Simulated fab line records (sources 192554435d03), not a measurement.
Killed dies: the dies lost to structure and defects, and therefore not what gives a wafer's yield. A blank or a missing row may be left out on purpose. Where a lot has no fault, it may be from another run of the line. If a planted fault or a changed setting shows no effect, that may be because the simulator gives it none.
A lot that was struck, set against a sound lot + flow n5Finfet + 15 steps out of a route of 1938
Sound: the wafers L274.1, L274.2, L274.5. Wafers struck: L270.4, L270.5, L270.6. Last of all comes the cause.
Per side, at each step with rows, come the tool, then ch with its chambers, and then its first start. Under that, the readings that differ: sound wafers + struck wafers + difference of the means + sigmas: that difference in standard deviations of wafers without a fault.
alike: a reading whose means differ by less than 2 such deviations, as well as words and numbers matching on both sides. not compared: withheld readings; readings where some wafer has no value; bounds like >300 that might hide an equal value; numbers whose values overlap and for which the record gives no deviation.
A row with sigmas, a row that says differs or no value, or rows on one side alone: a step with any of these is where the two part. Numbers that don't overlap but have no deviation are shown without sigmas and don't part them. A reading that every wafer of one side lacks parts them only if that side has two wafers or more.

first, 8 steps without rows for these wafers: N5_BEOL_M8_COAT_59 (time 60 s, resist thk 100 nm); N5_BEOL_M8_COAT_60 (time 60 s, resist thk 35 nm); N5_BEOL_M8_COAT_05 (resist thk 90 nm); N5_BEOL_M8_EBR_07; N5_BEOL_M8_SOFTBAKE_06 (time 60 s); N5_BEOL_M8_EXPOSE_08 (exposes mask M8); N5_BEOL_M8_PEB_09 (peb time 60 s); N5_BEOL_M8_DEVELOP_10 (develop time 30 s).
N5_BEOL_M8_CD_MEAS_11: target cd 38.5 nm.
  sound on cdSem-02 ch 0, day 12 11:35; struck on cdSem-01 ch 0, day 11 07:14
  alike: cdNm
N5_BEOL_M8_OVL_MEAS_12:
  sound on overlay-01 ch 0, day 12 11:37; struck on overlay-02 ch 0, day 11 07:15
  alike: M8_OVL
N5_BEOL_M8_INSPECT_13: inspects for defects (brightfield).
  sound on defectInspect-01 at day 12 11:39; struck on defectInspect-02 at day 11 07:17
  alike: rawDefectCount
N5_BEOL_M8_DESCUM_16: chemistry O2, time 7.9 s.
  sound on rieDiel-02 ch 0,2,3, day 12 11:44; struck on rieDiel-01 ch 0,1,2, day 11 07:20
  alike: chamberPressureMTorr, drypumpMotorCurrentA, oesProductAu, rfVppV, showerheadPlenumPTorr, throttleValvePct
  not compared: rfHoursCounterH
N5_BEOL_M8_ETCH_61: etches SiARC in CF4, target depth 45.5 nm, time 75.8 s.
  sound on rieDiel-02 ch 0,2,3, day 12 11:46; struck on rieDiel-01 ch 0,1,2, day 11 07:22
| reading    | sound             | struck            | difference | sigmas |
|------------|-------------------|-------------------|------------|--------|
| biasW (W)  | 36.18 35.75 35.96 | 39.43 39.51 39.35 | +3.47      | +29    |
| rfVppV (V) | 182.8 185.8 183.4 | 193.8 194.2 196.6 | +10.9      | +9     |
  alike: chamberPressureMTorr, drypumpMotorCurrentA, etchRfOnTimeS, oesProductAu, showerheadPlenumPTorr, throttleValvePct
  not compared: rfHoursCounterH
N5_BEOL_M8_ETCH_62: etches SOC in N2/H2, target depth 110 nm, overetch 22 nm, time 165 s.
  sound on rieDiel-02 ch 0,2,3, day 12 11:49; struck on rieDiel-01 ch 0,1,2, day 11 07:28
  alike: biasW, chamberPressureMTorr, drypumpMotorCurrentA, oesProductAu, rfVppV, showerheadPlenumPTorr, throttleValvePct
  not compared: rfHoursCounterH
following that, these wafers have no rows for 1 step: N5_PASSIVATION_PROBE_49.

## WHERE THEY PART
Only at N5_BEOL_M8_ETCH_61, as far as this record shows. Later steps at which nothing parts them and some readings are alike: N5_BEOL_M8_ETCH_62.

WHY: what had been put in by the simulator
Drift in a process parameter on rieDiel-01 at N5_BEOL_M8_ETCH_61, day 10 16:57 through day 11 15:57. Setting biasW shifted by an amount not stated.
